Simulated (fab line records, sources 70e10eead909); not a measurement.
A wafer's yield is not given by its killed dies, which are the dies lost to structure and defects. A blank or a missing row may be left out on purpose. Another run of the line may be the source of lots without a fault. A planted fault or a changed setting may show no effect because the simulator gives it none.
fab line records	flow nandHarc
[record] lots = 13	wafers = 37	lastDay = 25
route steps=1159 shown P_BONDPAD@368 A_ZERO_WELL@396 END@1159
lots with no fault: from the same line, run without faults
startH: start of the lot's first displayed wafer, in hours after the record's first day	waitH: hours since the lot's step before	" the same as in the row above	L1.1+2: a row that stands for several wafers	- either no value or no given start	* or withheld: withheld	< > ~ a bound
route shown NAME@n: NAME is a module with steps in the file, n the number in the route of the first one	usual: mean/standard deviation of fault-free wafers	same: alike in all rows	chamber/n: place in a boat	sites: the reading at each site	_std_site: the standard deviation of these	_edge_site: outer sites' mean less inner sites'	radiusMm: for every site, how far away it sits from the centre of the wafer	mask NAME#n: copy n	behind: the most recent tool/chamber to have shaped the wafer	hold: reason for holding the lot/hours on hold/outcome of the hold	device: transistor that didn't switch, given as n, p or np	end of line: tests of these same wafers at the route's end	step lacking rows: just its recipe	killed: dies lost to structure and defects at the first sort, not the wafer's yield	map: a wafer's dies, x killed, . not, _ none there
set.NAME: the setting as run; set.NAME@STEP: as run at that earlier step	model.NAME: the simulator's own value behind a step, which no gauge read
one table for each step of the route and one row for each wafer, over a sample of lots
services: when a tool's chamber went out of use (startH, in hours from the record's first day, below 0 if earlier), for how many hours, and the reason
[[steps]]
[step NHARC_P_BONDPAD_ETCH_37]
[recipe] targetDepthA = 600	overetchA = 180	timeS = 65.91	ionEnergyEv = 200	n2FlowSccm = 150	h2FlowSccm = 150	arFlowSccm = 0	rfW = 400	biasW = 150	chemistry = N2/H2
[usual] biasW = 150.0/0.43	drypumpMotorCurrentA = 5.6/0.4	oesProductAu = 0.996/0.0091	rfVppV = 429.2/2.7	showerheadPlenumPTorr = 1.99/0.098	throttleValvePct = 14.172/0.0091
[same] timeS = 65.91
lot.wafer	tool	chamber	startH	waitH	biasW	drypumpMotorCurrentA	oesProductAu	rfHoursCounterH	rfVppV	showerheadPlenumPTorr	throttleValvePct
L718.2	rieDiel-12	1	141.06	0.1	150.2	5.2	0.992	10	429.3	1.97	14.163
L718.3	"	3	"	"	150.1	5.0	0.994	9	428.5	1.96	14.179
L718.6	"	3	"	"	150.2	5.0	0.993	-	429.4	1.96	14.169
L717.4	rieDiel-06	3	141.64	0.1	150.8	5.7	1.019	25	433.2	2.13	14.156
L717.2	"	0	"	"	150.6	5.6	1.001	23	426.0	1.91	14.155
L717.5	"	2	"	"	150.9	5.7	0.994	-	427.7	1.94	14.169
L721.1	rieDiel-12	1	150.56	0.1	149.4	5.2	0.995	11	428.4	1.97	14.152
L721.4	"	1	"	"	150.1	5.2	0.977	-	429.0	1.97	14.176
L721.5	"	3	"	"	150.3	5.0	0.991	-	427.0	1.96	14.176
L722.2	rieDiel-12	2	166.02	0.1	149.2	6.2	1.000	8	433.0	2.16	14.168
L722.5	"	1	"	"	149.7	5.2	1.001	-	428.1	1.97	14.166
L722.6	"	2	"	"	149.4	6.1	0.991	-	434.4	2.16	14.172
L724.2	rieDiel-12	2	180.20	0.1	149.6	6.1	1.009	9	433.0	2.16	14.176
L724.1	"	1	"	"	150.0	5.2	1.007	13	429.1	1.97	14.173
L724.6	"	0	"	"	149.7	5.7	0.991	-	426.5	1.91	14.166
L725.3	rieDiel-12	2	184.37	0.1	149.8	6.2	0.991	10	435.3	2.16	14.171
L725.4	"	1	"	"	150.2	5.1	0.991	-	429.4	1.97	14.181
L725.5	"	2	"	"	150.5	6.1	0.989	-	434.3	2.16	14.169
L726.1	rieDiel-12	0	185.57	0.1	150.2	5.7	0.997	14	427.0	1.91	14.169
L726.3	"	2	"	"	149.9	6.2	0.994	10	432.1	2.16	14.169
L726.4	"	2	"	"	150.2	6.1	1.001	-	432.7	2.16	14.172
L729.2	rieDiel-06	0	203.68	0.1	150.2	5.6	0.999	47	427.2	1.91	14.174
L729.5	"	2	"	"	150.0	5.7	0.996	-	427.7	1.93	14.172
L729.4	"	3	"	"	149.7	5.8	1.010	-	433.1	2.12	14.181
L733.3	rieDiel-05	0	227.88	0.1	149.5	5.7	0.994	25	427.8	1.92	14.161
L733.4	"	3	"	"	150.7	5.8	1.001	23	435.6	2.21	14.173
L732.1	rieDiel-12	2	228.79	0.1	150.7	6.1	0.996	4	433.5	2.16	14.171
L732.4	"	3	"	"	150.1	5.0	0.995	4	428.3	1.96	14.172
L739.2	rieDiel-12	3	264.40	0.1	149.8	5.0	1.003	7	429.2	1.96	14.179
L739.1	"	2	"	"	150.2	6.1	0.995	7	432.9	2.16	14.167
L739.6	"	3	"	"	149.8	5.0	1.001	-	428.5	1.96	14.172
L737.3	rieDiel-05	1	265.06	0.1	149.4	5.7	0.997	42	428.3	1.94	14.171
L737.1	"	3	"	"	150.4	5.8	0.997	40	435.0	2.20	14.168
L737.5	"	0	"	"	150.3	5.7	0.996	-	426.6	1.91	14.184
L738.4	rieDiel-12	2	270.56	0.1	149.8	6.2	0.993	8	433.6	2.16	14.163
L738.2	"	1	"	"	149.5	5.2	1.010	7	428.5	1.97	14.170
L738.5	"	2	"	"	149.6	6.2	0.982	-	433.8	2.16	14.173
[step NHARC_P_BONDPAD_PVD_17]
[recipe] targetThkA = 50	biasV = 168.6	powerW = 15000	chamberPressurePa = 0.12	timeS = 8.06	substrateTempC = 50	material = TaN
[usual] biasV = 168.5/1.5	chamberPressurePa = 0.11999/0.00025	throttleValvePct = 30.3/0.89
[same] timeS = 8.06
lot.wafer	tool	chamber	startH	waitH	biasV	chamberPressurePa	throttleValvePct
L718.3	pvdSputter-01	-	-	-	168.0	0.11977	29.7
L718.2	"	-	"	"	168.7	0.12	29.4
L718.6	"	-	"	"	167.9	0.11977	32.0
L717.2	pvdSputter-02	-	-	-	167.9	0.11983	31.0
L717.4	"	-	"	"	169.5	0.11985	29.8
L717.5	"	-	"	"	170.0	0.11975	28.8
L721.1	pvdSputter-02	-	-	-	170.3	0.11964	28.6
L721.4	"	-	"	"	170.3	0.11992	31.0
L721.5	"	-	"	"	170.2	0.12028	28.8
L722.2	pvdSputter-03	-	-	-	170.1	0.11964	30.0
L722.6	"	-	"	"	168.8	0.11961	29.7
L722.5	"	-	"	"	168.8	0.11985	30.7
L724.1	pvdSputter-01	-	-	-	169.2	0.12005	31.5
L724.2	"	-	"	"	166.5	0.11992	31.0
L724.6	"	-	"	"	165.9	0.12016	29.7
L725.4	pvdSputter-03	-	-	-	170.9	0.12027	30.6
L725.3	"	-	"	"	169.2	0.12011	29.9
L725.5	"	-	"	"	167.0	0.12009	29.8
L726.1	pvdSputter-03	-	-	-	167.5	0.12037	30.8
L726.4	"	-	"	"	167.4	0.11972	30.1
L726.3	"	-	"	"	169.2	0.12045	29.6
L729.4	pvdSputter-01	-	-	-	167.6	0.12022	30.7
L729.2	"	-	"	"	169.6	0.11966	29.7
L729.5	"	-	"	"	166.9	0.11964	29.8
L733.4	pvdSputter-01	-	-	-	168.0	0.12032	31.4
L733.3	"	-	"	"	168.9	0.12003	29.6
L732.4	pvdSputter-02	-	-	-	167.2	0.12011	29.1
L732.1	"	-	"	"	167.5	0.11968	30.6
L739.2	pvdSputter-01	-	-	-	166.2	0.12016	29.6
L739.1	"	-	"	"	167.7	0.11974	31.7
L739.6	"	-	"	"	168.4	0.1202	31.1
L737.1	pvdSputter-01	-	-	-	167.1	0.11991	29.7
L737.3	"	-	"	"	166.9	0.12045	30.7
L737.5	"	-	"	"	171.2	0.12007	30.8
L738.4	pvdSputter-01	-	-	-	168.5	0.11978	31.1
L738.2	"	-	"	"	171.6	0.12033	31.5
L738.5	"	-	"	"	166.3	0.11997	29.6
[step NHARC_P_BONDPAD_ACTIVATE_29]
[recipe] timeS = 60	n2FlowSccm = 200	arFlowSccm = 0	biasPowerW = 0	chemistry = N2
[usual] drypumpMotorCurrentA = 5.6/0.37	oesProductAu = 0.998/0.01	rfVppV = 63.9/0.85	showerheadPlenumPTorr = 1.72/0.083
[same] timeS = 60
lot.wafer	tool	chamber	startH	waitH	drypumpMotorCurrentA	oesProductAu	rfHoursCounterH	rfVppV	showerheadPlenumPTorr
L718.3	rieDiel-12	3	143.82	0.1	5.0	0.989	10	65.0	1.70
L718.2	"	0	"	"	5.7	0.985	10	63.8	1.66
L718.6	"	0	"	"	5.7	0.988	-	62.8	1.66
L717.2	rieDiel-12	1	144.22	0.1	5.2	0.994	10	61.9	1.71
L717.5	"	1	"	"	5.2	0.982	-	63.6	1.71
L717.4	"	3	"	"	5.0	1.001	-	64.6	1.70
L721.1	rieDiel-12	3	153.16	0.1	5.0	0.997	11	63.8	1.70
L721.4	"	3	"	"	5.0	1.001	-	64.0	1.70
L721.5	"	1	"	"	5.2	0.995	-	65.2	1.71
L722.2	rieDiel-12	2	168.72	0.1	6.2	0.993	9	64.5	1.87
L722.5	"	0	"	"	5.7	0.995	-	62.3	1.66
L722.6	"	1	"	"	5.2	1.001	-	63.7	1.71
L724.2	rieDiel-12	2	183.24	0.1	6.2	0.996	10	64.0	1.87
L724.1	"	0	"	"	5.7	0.993	14	62.9	1.66
L724.6	"	2	"	"	6.2	1.000	-	65.0	1.87
L725.3	rieDiel-06	1	187.04	0.1	6.2	1.014	37	64.4	1.67
L725.4	"	3	"	"	5.7	1.020	44	64.4	1.84
L725.5	"	1	"	"	6.2	1.018	-	63.5	1.67
L726.1	rieDiel-12	2	188.12	0.1	6.2	1.001	10	65.0	1.87
L726.3	"	1	"	"	5.1	0.997	14	64.1	1.70
L726.4	"	1	"	"	5.2	0.995	-	63.4	1.71
L729.2	rieDiel-05	1	206.74	0.1	5.7	0.979	16	61.6	1.68
L729.4	"	3	"	"	5.8	1.004	-	63.2	1.92
L729.5	"	0	"	"	5.7	1.004	-	63.7	1.67
L733.3	rieDiel-06	3	230.55	0.1	5.8	1.013	61	67.4	1.83
L733.4	"	0	"	"	5.6	0.998	-	64.1	1.65
L732.1	rieDiel-06	0	231.39	0.1	5.6	1.010	57	62.1	1.65
L732.4	"	2	"	"	5.7	1.002	-	64.2	1.67
L739.2	rieDiel-12	0	266.92	0.1	5.7	1.006	7	62.7	1.66
L739.1	"	1	"	"	5.2	1.011	7	65.2	1.70
L739.6	"	0	"	"	5.7	0.999	-	63.6	1.66
L737.1	rieDiel-12	1	267.62	0.1	5.2	0.995	7	63.3	1.70
L737.3	"	3	"	"	5.0	0.998	8	63.5	1.70
L737.5	"	1	"	"	5.1	0.995	-	62.6	1.70
L738.4	rieDiel-12	2	273.14	0.1	6.2	0.984	8	65.2	1.87
L738.2	"	3	"	"	5.0	1.009	8	63.8	1.70
L738.5	"	2	"	"	6.2	0.983	-	64.0	1.87
[step NHARC_A_ZERO_WELL_SOFTBAKE_05]
[recipe] tempC = 125	timeS = 70
[usual] heaterPowerTotalW = 201.1/1.3
lot.wafer	tool	chamber	startH	waitH	heaterPowerTotalW
L718.2	lithoTrack-07	0	144	-	201.3
L718.3	"	0	"	"	202.7
L718.6	"	0	"	"	202.7
L717.2	lithoTrack-05	0	145	-	200.7
L717.4	"	0	"	"	202.6
L717.5	"	0	"	"	201.2
L721.1	lithoTrack-07	0	153	-	202.5
L721.4	"	0	"	"	201.0
L721.5	"	0	"	"	200.3
L722.2	lithoTrack-05	0	169	-	202.6
L722.5	"	0	"	"	202.5
L722.6	"	0	"	"	199.3
L724.1	lithoTrack-07	0	184	-	199.0
L724.2	"	0	"	"	199.9
L724.6	"	0	"	"	202.6
L725.3	lithoTrack-05	0	187	-	201.9
L725.4	"	0	"	"	200.1
L725.5	"	0	"	"	199.4
L726.1	lithoTrack-05	0	188	-	199.7
L726.3	"	0	"	"	201.9
L726.4	"	0	"	"	202.7
L729.2	lithoTrack-07	0	207	-	202.6
L729.4	"	0	"	"	200.9
L729.5	"	0	"	"	202.3
L733.3	lithoTrack-07	0	231	-	236.0
L733.4	"	0	"	"	232.5
L732.1	lithoTrack-07	0	232	-	198.8
L732.4	"	0	"	"	236.0
L739.1	lithoTrack-05	0	267	-	202.7
L739.2	"	0	"	"	199.5
L739.6	"	0	"	"	199.9
L737.1	lithoTrack-07	0	268	-	199.3
L737.3	"	0	"	"	235.4
L737.5	"	0	"	"	200.7
L738.2	lithoTrack-05	0	273	-	202.5
L738.4	"	0	"	"	202.0
L738.5	"	0	"	"	201.4
[step NHARC_END_SORT_01]
[recipe] tempC = 25
[usual] killedAtArray = 28/11	killedAtOther = 0.7/1.1	killedAtPeriphery = 2.9/2	killedDies = 32/11	killedOpen = 3.2/1.8	killedShort = 2.0/1.4
[same] grossDies = 677
lot.wafer	tool	chamber	startH	waitH	killedAtArray	killedAtOther	killedAtPeriphery	killedDies	killedOpen	killedShort
L722.2	prober-02	0	467.51	2.8	26	0	3	29	3	0
L722.5	prober-02	0	469.93	3.7	25	0	1	26	2	2
L722.6	prober-02	0	470.74	4.0	31	0	3	34	5	3
L725.3	prober-01	0	501.86	3.1	49	1	2	52	1	2
L725.4	prober-01	0	502.66	3.4	49	0	1	50	5	1
L725.5	prober-01	0	503.45	3.7	40	1	3	44	3	2
L732.1	prober-02	0	534.01	2.5	31	0	3	34	2	4
L732.4	prober-02	0	536.43	3.4	29	2	3	34	3	2
L733.4	prober-01	0	536.41	3.4	23	0	3	26	1	4
// killed by level:class
L722.2 A_CHANNEL_HOLE_D1:chamberFilmFlake=16 A_CONTACT:chamberFilmFlake=4 P_GATE:chamberFilmFlake=2 A_BONDPAD:chamberFilmFlake=2 P_M1:geometricParticle:open=1 A_SGD_CUT:geometricParticle:open=1 A_M1:geometricParticle:open=1 A_CHANNEL_FILL_D1:chamberFilmFlake=1
L722.5 A_CHANNEL_HOLE_D1:chamberFilmFlake=12 A_CONTACT:chamberFilmFlake=5 A_STAIRCASE:chamberFilmFlake=3 A_WL_FILL:geometricParticle:open=2 A_ONON_D1:geometricParticle:short=1 A_CHANNEL_HOLE_D1:geometricParticle:short=1 P_ZERO_WELL:chamberFilmFlake=1 A_CHANNEL_FILL_D1:chamberFilmFlake=1
L722.6 A_CHANNEL_HOLE_D1:chamberFilmFlake=13 A_CONTACT:chamberFilmFlake=6 A_STAIRCASE:chamberFilmFlake=3 A_CONTACT:geometricParticle:open=2 P_CONTACT:geometricParticle:open=1 A_CONTACT:geometricParticle:short=1 A_BLC:geometricParticle:open=1 A_BLC:geometricParticle:short=1
L725.3 A_SLIT:chamberFilmFlake=15 A_CHANNEL_HOLE_D1:chamberFilmFlake=13 A_CONTACT:chamberFilmFlake=9 A_STAIRCASE:chamberFilmFlake=6 A_CHANNEL_FILL_D1:chamberFilmFlake=4 P_M0:geometricParticle:open=1 A_SOURCE_PLATE:geometricParticle:short=1 A_CHANNEL_FILL_D1:geometricParticle:short=1
L725.4 A_CHANNEL_HOLE_D1:chamberFilmFlake=14 A_SLIT:chamberFilmFlake=11 A_CONTACT:chamberFilmFlake=10 A_STAIRCASE:chamberFilmFlake=5 A_CHANNEL_FILL_D1:chamberFilmFlake=4 A_M0:geometricParticle:open=3 P_CONTACT:geometricParticle:open=1 A_ONON_D1:geometricParticle:open=1
L725.5 A_CHANNEL_HOLE_D1:chamberFilmFlake=13 A_SLIT:chamberFilmFlake=9 A_STAIRCASE:chamberFilmFlake=8 A_CHANNEL_FILL_D1:chamberFilmFlake=4 A_CONTACT:chamberFilmFlake=4 P_M0:geometricParticle:short=1 P_M0:geometricParticle:open=1 A_CONTACT:geometricParticle:open=1
L732.1 A_SLIT:chamberFilmFlake=11 A_STAIRCASE:chamberFilmFlake=7 A_CONTACT:chamberFilmFlake=5 A_CHANNEL_HOLE_D1:chamberFilmFlake=3 P_ZERO_WELL:chamberFilmFlake=2 P_ZERO_WELL:geometricParticle:open=1 A_ONON_D1:geometricParticle:short=1 A_CHANNEL_FILL_D1:geometricParticle:short=1
L733.4 A_CHANNEL_HOLE_D1:chamberFilmFlake=14 A_SGD_CUT:chamberFilmFlake=3 A_ONON_D1:geometricParticle:short=2 P_STI:chamberFilmFlake=2 A_STAIRCASE:chamberFilmFlake=2 P_GATE:geometricParticle:open=1 A_CHANNEL_FILL_D1:geometricParticle:short=1 A_WL_FILL:geometricParticle:short=1
L732.4 A_SLIT:chamberFilmFlake=16 A_CONTACT:geometricParticle:open=3 A_CONTACT:chamberFilmFlake=3 P_ZERO_WELL:chamberFilmFlake=2 A_CHANNEL_HOLE_D1:chamberFilmFlake=2 A_STAIRCASE:chamberFilmFlake=2 THIN_TSV:chamberFilmFlake=2 A_ONON_D1:geometricParticle:short=1
[[services]]
tool	chamber	startH	hours	kind
rieDiel-06	1	120.98	3.8	repair
rieDiel-12	2	132.33	21.0	repair
rieDiel-12	0	132.40	-	clean
rieDiel-12	1	132.40	-	clean
rieDiel-12	3	132.40	-	clean
rieDiel-12	0	156.95	-	clean
rieDiel-12	1	156.95	-	clean
rieDiel-12	2	156.95	-	clean
rieDiel-12	3	156.95	-	clean
rieDiel-05	-	163.60	9.0	pm
rieDiel-12	3	173.07	15.7	repair
rieDiel-12	0	181.45	-	clean
rieDiel-12	1	181.45	-	clean
lithoTrack-07	-	189.00	7.0	pm
rieDiel-12	-	202.43	9.0	pm
rieDiel-06	1	202.75	4.9	repair
rieDiel-05	2	203.27	8.7	repair
pvdSputter-02	-	214.02	10.0	pm
rieDiel-06	1	215.78	28.6	repair
pvdSputter-01	-	219.63	4.7	repair
pvdSputter-01	-	229.52	4.9	repair
lithoTrack-05	-	237.00	7.0	pm
rieDiel-06	-	242.80	9.0	pm
pvdSputter-03	-	257.71	13.6	repair
[[key]]
[firstSign] step = NHARC_A_ZERO_WELL_SOFTBAKE_05	reading = heaterPowerTotalW	direction = up	sigmas = 26	usual = *	struck = *
effect none on later readings
metAt NHARC_A_ZERO_WELL_SOFTBAKE_05
struckLots L732,L733,L737
struckWafers L732.4,L733.3,L733.4,L737.3
testerLeftOut L732,L733,L737
notActingAt NHARC_P_BONDPAD_ETCH_37,NHARC_P_BONDPAD_PVD_17,NHARC_P_BONDPAD_ACTIVATE_29
onsetBetween 207 231
[fault] kind = processParameterDrift	tool = lithoTrack-07	chamber = -	onsetH = 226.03	steps = NHARC_A_ZERO_WELL_SOFTBAKE_05	channel = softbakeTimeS	offset = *	shape = step	endH = 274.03	scope = struckWafersOnly	actsIn = *	stated = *
// testerLeftOut: of these lots the tester's yield and bins aren't shown, on N5 and GAA mostly nor the transistor test; their killed dies are dies lost to structure and defects alone, not to doping, threshold or leakage, so they don't give the yield
